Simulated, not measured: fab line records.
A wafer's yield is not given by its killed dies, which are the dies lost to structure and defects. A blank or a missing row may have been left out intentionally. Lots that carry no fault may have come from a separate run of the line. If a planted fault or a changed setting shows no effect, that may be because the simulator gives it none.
Which of the tools did it?    flow n5-finfet    72 wafers from 24 lots sampled at 6 of the route's 1938 steps

== WHAT EACH GAUGE READ, for each wafer ==
N5_GATE_CUT_CD_MEAS_13 targets a cd of 20 nm. Usual: cd-nm reads 20.1 nm (standard deviation 0.3).
lot   measured      on         cd-nm (nm)      flag
L074  day 4 12:35   cd-sem-03  20.2 20.5 20.1  
L076  day 4 23:04   cd-sem-01  20.0 20.0 20.1  
L075  day 5 00:16   cd-sem-02  20.5 19.9 20.1  
L077  day 5 06:41   cd-sem-02  20.5 20.3 20.3  
L078  day 5 10:35   cd-sem-02  19.7 20.4 19.9  
L079  day 5 20:37   cd-sem-02  20.3 19.9 20.3  
L081  day 6 08:38   cd-sem-01  20.0 20.2 19.9  
L080  day 6 10:05   cd-sem-01  20.2 20.0 20.0  
L082  day 6 16:36   cd-sem-02  20.1 20.2 20.0  
L083  day 6 19:23   cd-sem-01  19.9 20.4 19.8  
L084  day 7 04:17   cd-sem-03  19.6 19.5 20.1  
L085  day 7 11:01   cd-sem-02  20.6 20.0 20.8  
L086  day 7 13:05   cd-sem-02  19.8 20.1 20.1  
L088  day 7 21:14   cd-sem-01  20.2 19.9 19.6  
L087  day 8 00:26   cd-sem-02  19.7 19.6 20.0  
L089  day 8 06:20   cd-sem-02  19.9 19.9 20.2  
L090  day 8 10:55   cd-sem-01  20.5 20.1 20.4  
L091  day 8 21:34   cd-sem-02  20.2 19.9 20.2  
L092  day 8 23:08   cd-sem-01  19.9 20.4 20.0  
L093  day 9 05:50   cd-sem-02  19.6 19.1 19.7  
L094  day 9 14:20   cd-sem-01  20.6 20.5 20.2  
L095  day 9 18:43   cd-sem-03  20.0 20.0 20.0  
L096  day 10 02:11  cd-sem-01  20.0 19.7 19.7  
L097  day 10 07:12  cd-sem-03  20.2 20.0 20.8  

N5_GATE_CUT_OVL_MEAS_14. Usual: GATE_CUT_OVL -0.3 nm, standard deviation 0.75.
lot   measured      on          GATE_CUT_OVL (nm)  flag
L074  day 4 12:37   overlay-01  -0.3 -0.7 0.0      
L076  day 4 23:05   overlay-01  -0.9 -0.4 0.6      
L075  day 5 00:19   overlay-01  1.0 -0.3 0.3       
L077  day 5 06:43   overlay-02  -1.9 -0.5 -0.9     
L078  day 5 10:38   overlay-02  0.2 0.0 0.9        
L079  day 5 20:38   overlay-01  -0.4 -0.2 0.3      
L081  day 6 08:40   overlay-01  0.5 -0.5 -1.3      
L080  day 6 10:07   overlay-02  -0.4 0.7 0.8       
L082  day 6 16:39   overlay-01  0.3 0.8 0.4        
L083  day 6 19:25   overlay-01  -0.9 0.7 -0.7      
L084  day 7 04:20   overlay-01  0.4 0.8 -0.4       
L085  day 7 11:03   overlay-01  -1.4 -2.0 -1.0     
L086  day 7 13:07   overlay-02  -0.4 -1.1 -1.2     
L088  day 7 21:16   overlay-02  -1.1 -0.6 -0.3     
L087  day 8 00:28   overlay-02  0.6 0.6 -0.9       
L089  day 8 06:22   overlay-01  -0.4 -0.7 0.3      
L090  day 8 10:58   overlay-02  1.4 -0.3 0.3       
L091  day 8 21:36   overlay-02  0.0 0.1 -0.6       
L092  day 8 23:10   overlay-01  -0.9 -0.8 -0.5     
L093  day 9 05:52   overlay-02  -2.3 -1.5 -1.0     
L094  day 9 14:22   overlay-01  -0.2 -1.3 -1.6     
L095  day 9 18:46   overlay-01  -0.3 -1.0 0.2      
L096  day 10 02:14  overlay-01  0.6 0.1 0.4        
L097  day 10 07:14  overlay-02  -0.5 -0.3 -1.3     

== WHICH TOOL RAN EACH LOT (tool, then ch and the chambers of the sampled wafers, then the start) ==
lot   N5_HKMG_FIN_STRIP_60                 N5_HKMG_FIN_DESCUM_17              N5_HKMG_FIN_ETCH_32                N5_HKMG_FIN_STRIP_69
L074  plasma-asher-01 ch 0,1, day 4 01:28  rie-diel-02 ch 0,2,3, day 4 03:58  rie-diel-02 ch 0,2,3, day 4 04:04  plasma-asher-02 ch 0,1, day 4 06:55
L076  plasma-asher-01 ch 0,1, day 4 11:41  rie-diel-05 ch 1,2,3, day 4 14:04  rie-diel-05 ch 1,2,3, day 4 14:09  plasma-asher-01 ch 0,1, day 4 17:04
L075  plasma-asher-02 ch 0,1, day 4 12:02  rie-diel-05 ch 0,2,3, day 4 14:34  rie-diel-05 ch 0,2,3, day 4 14:40  plasma-asher-02 ch 0,1, day 4 17:46
L077  plasma-asher-02 ch 0,1, day 4 19:23  rie-diel-02 ch 2,3, day 4 21:53    rie-diel-02 ch 2,3, day 4 21:59    plasma-asher-01 ch 1, day 5 01:06
L078  plasma-asher-01 ch 0,1, day 5 00:05  rie-diel-05 ch 0,3, day 5 02:27    rie-diel-05 ch 0,3, day 5 02:32    plasma-asher-02 ch 0,1, day 5 05:19
L079  plasma-asher-02 ch 0,1, day 5 09:50  rie-diel-05 ch 0,1,2, day 5 12:23  rie-diel-05 ch 0,1,2, day 5 12:28  plasma-asher-02 ch 0,1, day 5 15:15
L081  plasma-asher-02 ch 0,1, day 5 21:49  rie-diel-04 ch 0,2,3, day 6 00:28  rie-diel-04 ch 0,2,3, day 6 00:34  plasma-asher-02 ch 0,1, day 6 03:14
L080  plasma-asher-02 ch 0,1, day 5 23:28  rie-diel-05 ch 0,1,3, day 6 01:58  rie-diel-05 ch 0,1,3, day 6 02:04  plasma-asher-01 ch 0,1, day 6 04:51
L082  plasma-asher-02 ch 0,1, day 6 05:44  rie-diel-02 ch 0,1,2, day 6 07:59  rie-diel-02 ch 0,1,2, day 6 08:09  plasma-asher-02 ch 0,1, day 6 11:10
L083  plasma-asher-01 ch 0,1, day 6 08:00  rie-diel-05 ch 0,1,3, day 6 10:49  rie-diel-05 ch 0,1,3, day 6 10:54  plasma-asher-02 ch 0,1, day 6 13:50
L084  plasma-asher-02 ch 0,1, day 6 17:29  rie-diel-02 ch 0,1,2, day 6 20:01  rie-diel-02 ch 0,1,2, day 6 20:06  plasma-asher-02 ch 0,1, day 6 23:02
L085  plasma-asher-01 ch 0,1, day 6 23:30  rie-diel-02 ch 0,3, day 7 02:16    rie-diel-02 ch 0,3, day 7 02:22    plasma-asher-02 ch 0,1, day 7 05:03
L086  plasma-asher-02 ch 0,1, day 7 02:30  rie-diel-05 ch 1,2,3, day 7 05:01  rie-diel-05 ch 1,2,3, day 7 05:06  plasma-asher-02 ch 0,1, day 7 07:50
L088  plasma-asher-02 ch 0,1, day 7 10:43  rie-diel-05 ch 0,3, day 7 13:13    rie-diel-05 ch 0,3, day 7 13:19    plasma-asher-02 ch 0,1, day 7 16:00
L087  plasma-asher-02 ch 0,1, day 7 13:25  rie-diel-02 ch 0,2,3, day 7 15:47  rie-diel-02 ch 0,2,3, day 7 15:53  plasma-asher-02 ch 0,1, day 7 18:47
L089  plasma-asher-02 ch 0,1, day 7 19:23  rie-diel-02 ch 0,2,3, day 7 22:02  rie-diel-02 ch 0,2,3, day 7 22:08  plasma-asher-02 ch 0,1, day 8 01:04
L090  plasma-asher-02 ch 0,1, day 8 00:19  rie-diel-02 ch 0,1, day 8 02:49    rie-diel-02 ch 0,1, day 8 02:55    plasma-asher-02 ch 0,1, day 8 05:42
L091  plasma-asher-02 ch 0,1, day 8 08:17  rie-diel-05 ch 0,2,3, day 8 11:06  rie-diel-05 ch 0,2,3, day 8 11:11  plasma-asher-02 ch 0,1, day 8 14:04
L092  plasma-asher-02 ch 0,1, day 8 10:25  rie-diel-02 ch 1,2,3, day 8 13:04  rie-diel-02 ch 1,2,3, day 8 13:09  plasma-asher-02 ch 0,1, day 8 15:54
L093  plasma-asher-02 ch 0,1, day 8 19:05  rie-diel-04 ch 1,2,3, day 8 21:38  rie-diel-04 ch 1,2,3, day 8 21:43  plasma-asher-02 ch 0,1, day 9 00:28
L094  plasma-asher-01 ch 0,1, day 9 03:13  rie-diel-02 ch 0,1,2, day 9 06:01  rie-diel-02 ch 0,1,2, day 9 06:07  plasma-asher-01 ch 0,1, day 9 08:47
L095  plasma-asher-02 ch 0,1, day 9 08:07  rie-diel-05 ch 0,1,2, day 9 10:37  rie-diel-05 ch 0,1,2, day 9 10:42  plasma-asher-01 ch 0,1, day 9 13:22
L096  plasma-asher-02 ch 0,1, day 9 15:18  rie-diel-04 ch 2,3, day 9 17:55    rie-diel-04 ch 2,3, day 9 18:00    plasma-asher-01 ch 0,1, day 9 20:47
L097  plasma-asher-02 ch 0,1, day 9 20:46  rie-diel-04 ch 0,1,2, day 9 23:10  rie-diel-04 ch 0,1,2, day 9 23:16  plasma-asher-02 ch 0,1, day 10 01:55
- N5_HKMG_FIN_STRIP_60: strips in N2/H2, time 360 s.
- N5_HKMG_FIN_DESCUM_17: chemistry O2, time 7.9 s.
- N5_HKMG_FIN_ETCH_32: etches SOC in N2/H2, target depth 240 nm, time 300 s.
- N5_HKMG_FIN_STRIP_69: strips in N2/H2, time 360 s.

== AS READ BY THE TOOLS THEMSELVES (means over the sampled wafers that have a number; for cases with no such wafer, the mark the record gives instead) ==
N5_HKMG_FIN_STRIP_60. Usual: drypump-motor-current-A 5.8 A, standard deviation 0.34; heater-power-w 482 W, standard deviation 15.
lot   tool             drypump-motor-current-A (A)  heater-power-w (W)  flag
L074  plasma-asher-01  5.4                          483                 
L076  plasma-asher-01  5.7                          486                 
L075  plasma-asher-02  5.8                          491                 
L077  plasma-asher-02  6.0                          475                 
L078  plasma-asher-01  5.7                          487                 
L079  plasma-asher-02  6.0                          483                 
L081  plasma-asher-02  5.9                          488                 
L080  plasma-asher-02  6.0                          480                 
L082  plasma-asher-02  5.9                          493                 
L083  plasma-asher-01  5.4                          476                 
L084  plasma-asher-02  6.0                          482                 
L085  plasma-asher-01  5.7                          487                 
L086  plasma-asher-02  5.8                          483                 
L088  plasma-asher-02  5.9                          492                 
L087  plasma-asher-02  6.0                          476                 
L089  plasma-asher-02  5.9                          479                 
L090  plasma-asher-02  5.9                          487                 
L091  plasma-asher-02  5.9                          484                 
L092  plasma-asher-02  6.0                          478                 
L093  plasma-asher-02  5.9                          484                 
L094  plasma-asher-01  5.4                          473                 
L095  plasma-asher-02  6.0                          487                 
L096  plasma-asher-02  5.8                          497                 
L097  plasma-asher-02  5.8                          484                 

N5_HKMG_FIN_DESCUM_17. Usual: bias-power-w 19.99 W, standard deviation 0.059; drypump-motor-current-A 5.6 A, standard deviation 0.39; oes-product-au 0.80 a.u., standard deviation 0.09; rf-vpp-V 243.5 V, standard deviation 1.3; showerhead-plenum-p-Torr 2.11 Torr, standard deviation 0.063; throttle-valve-pct 20.32 %, standard deviation 0.21.
lot   tool         bias-power-w (W)  drypump-motor-current-A (A)  oes-product-au (a.u.)  rf-vpp-V (V)  showerhead-plenum-p-Torr (Torr)  throttle-valve-pct (%)  flag
L074  rie-diel-02  19.95             5.8                          0.86                   242.5         2.07                             20.29                   
L076  rie-diel-05  20.00             5.6                          0.71                   243.5         2.11                             20.32                   
L075  rie-diel-05  20.04             5.7                          0.80                   244.5         2.16                             20.17                   
L077  rie-diel-02  19.99             5.9                          0.90                   242.2         2.05                             20.38                   
L078  rie-diel-05  19.99             5.7                          0.79                   244.3         2.14                             20.33                   
L079  rie-diel-05  19.93             5.6                          0.77                   243.8         2.15                             20.29                   
L081  rie-diel-04  19.99             5.5                          0.83                   244.3         2.17                             20.33                   
L080  rie-diel-05  20.01             5.5                          0.77                   243.6         2.13                             20.46                   
L082  rie-diel-02  19.94             5.8                          0.76                   242.5         2.09                             20.38                   
L083  rie-diel-05  20.00             5.6                          0.77                   243.7         2.13                             20.47                   
L084  rie-diel-02  20.01             5.8                          0.75                   243.1         2.08                             20.39                   
L085  rie-diel-02  20.00             5.4                          0.84                   243.4         2.09                             20.27                   
L086  rie-diel-05  20.02             5.6                          0.70                   244.0         2.10                             20.35                   
L088  rie-diel-05  19.98             5.7                          0.77                   244.4         2.13                             20.37                   
L087  rie-diel-02  20.03             5.8                          0.82                   242.9         2.06                             20.34                   
L089  rie-diel-02  19.98             5.8                          0.82                   243.2         2.06                             20.34                   
L090  rie-diel-02  19.96             5.4                          0.91                   244.1         2.12                             20.21                   
L091  rie-diel-05  19.95             5.7                          0.76                   244.3         2.15                             20.21                   
L092  rie-diel-02  20.01             5.8                          0.87                   242.4         2.06                             20.35                   
L093  rie-diel-04  19.98             5.4                          0.85                   244.5         2.15                             20.27                   
L094  rie-diel-02  19.96             5.8                          0.82                   242.8         2.08                             20.28                   
L095  rie-diel-05  19.98             5.6                          0.84                   243.9         2.14                             20.20                   
L096  rie-diel-04  19.95             5.2                          0.82                   244.7         2.21                             20.36                   
L097  rie-diel-04  20.03             5.6                          0.79                   243.6         2.10                             20.31                   

N5_HKMG_FIN_ETCH_32. Usual: drypump-motor-current-A 5.7 A, standard deviation 0.39; oes-product-au 0.79 a.u., standard deviation 0.087; rf-vpp-V 524.5 V, standard deviation 2.4; showerhead-plenum-p-Torr 2.57 Torr, standard deviation 0.086; throttle-valve-pct 17.73 %, standard deviation 0.24.
lot   tool         drypump-motor-current-A (A)  oes-product-au (a.u.)  rf-vpp-V (V)  showerhead-plenum-p-Torr (Torr)  throttle-valve-pct (%)  flag
L074  rie-diel-02  5.8                          0.85                   522.9         2.51                             17.65                   
L076  rie-diel-05  5.6                          0.72                   524.0         2.56                             17.67                   
L075  rie-diel-05  5.7                          0.80                   526.6         2.62                             17.52                   
L077  rie-diel-02  5.9                          0.88                   522.2         2.48                             17.75                   
L078  rie-diel-05  5.7                          0.78                   525.4         2.58                             17.59                   
L079  rie-diel-05  5.6                          0.77                   525.6         2.62                             17.75                   
L081  rie-diel-04  5.5                          0.84                   526.5         2.63                             17.78                   
L080  rie-diel-05  5.6                          0.76                   525.6         2.58                             17.84                   
L082  rie-diel-02  5.8                          0.75                   523.1         2.54                             17.84                   
L083  rie-diel-05  5.6                          0.75                   525.4         2.58                             17.84                   
L084  rie-diel-02  5.8                          0.74                   523.7         2.54                             17.85                   
L085  rie-diel-02  5.4                          0.83                   523.9         2.54                             17.66                   
L086  rie-diel-05  5.6                          0.71                   523.8         2.55                             17.71                   
L088  rie-diel-05  5.7                          0.77                   525.6         2.57                             17.64                   
L087  rie-diel-02  5.8                          0.81                   522.2         2.49                             17.71                   
L089  rie-diel-02  5.8                          0.81                   522.5         2.49                             17.71                   
L090  rie-diel-02  5.4                          0.89                   525.1         2.60                             17.75                   
L091  rie-diel-05  5.7                          0.76                   525.0         2.61                             17.59                   
L092  rie-diel-02  5.8                          0.85                   523.3         2.51                             17.80                   
L093  rie-diel-04  5.4                          0.86                   526.3         2.62                             17.76                   
L094  rie-diel-02  5.8                          0.82                   523.5         2.53                             17.74                   
L095  rie-diel-05  5.6                          0.83                   526.0         2.61                             17.68                   
L096  rie-diel-04  5.2                          0.84                   526.9         2.68                             17.80                   
L097  rie-diel-04  5.7                          0.79                   524.0         2.56                             17.80                   

N5_HKMG_FIN_STRIP_69. Usual: drypump-motor-current-A 5.8 A, standard deviation 0.34; heater-power-w 482 W, standard deviation 16.
lot   tool             drypump-motor-current-A (A)  heater-power-w (W)  flag
L074  plasma-asher-02  6.0                          478                 
L076  plasma-asher-01  5.7                          483                 
L075  plasma-asher-02  5.8                          484                 
L077  plasma-asher-01  5.9                          498                 
L078  plasma-asher-02  5.9                          490                 
L079  plasma-asher-02  6.0                          479                 
L081  plasma-asher-02  6.0                          473                 
L080  plasma-asher-01  5.7                          476                 
L082  plasma-asher-02  5.8                          485                 
L083  plasma-asher-02  6.0                          484                 
L084  plasma-asher-02  6.0                          479                 
L085  plasma-asher-02  5.8                          492                 
L086  plasma-asher-02  5.9                          490                 
L088  plasma-asher-02  6.0                          479                 
L087  plasma-asher-02  5.8                          500                 
L089  plasma-asher-02  6.0                          477                 
L090  plasma-asher-02  5.8                          487                 
L091  plasma-asher-02  6.1                          473                 
L092  plasma-asher-02  5.9                          475                 
L093  plasma-asher-02  5.9                          485                 
L094  plasma-asher-01  5.4                          473                 
L095  plasma-asher-01  5.7                          485                 
L096  plasma-asher-01  5.4                          475                 
L097  plasma-asher-02  5.9                          485                 

== THE ANSWER, worked out from the rows above alone ==
Rule: a lot counts as off when the mean over its wafers that have a number is more than 3 standard deviations away from the usual mean. A lot without any number at a reading at which 4 lots or more have one is off too. Where the step has rows for the other lots, those lots are counted as sound. Order of review: gauges by route order, followed by the tools' own readings, for which a lot's mean as printed above is used. At the first step where some lot is off, the reading lying furthest off is the one used; lots without a number count as furthest.
Nothing can be told from this: no lot is off at any reading shown.

== WHAT HAD BEEN PUT IN BY THE SIMULATOR ==
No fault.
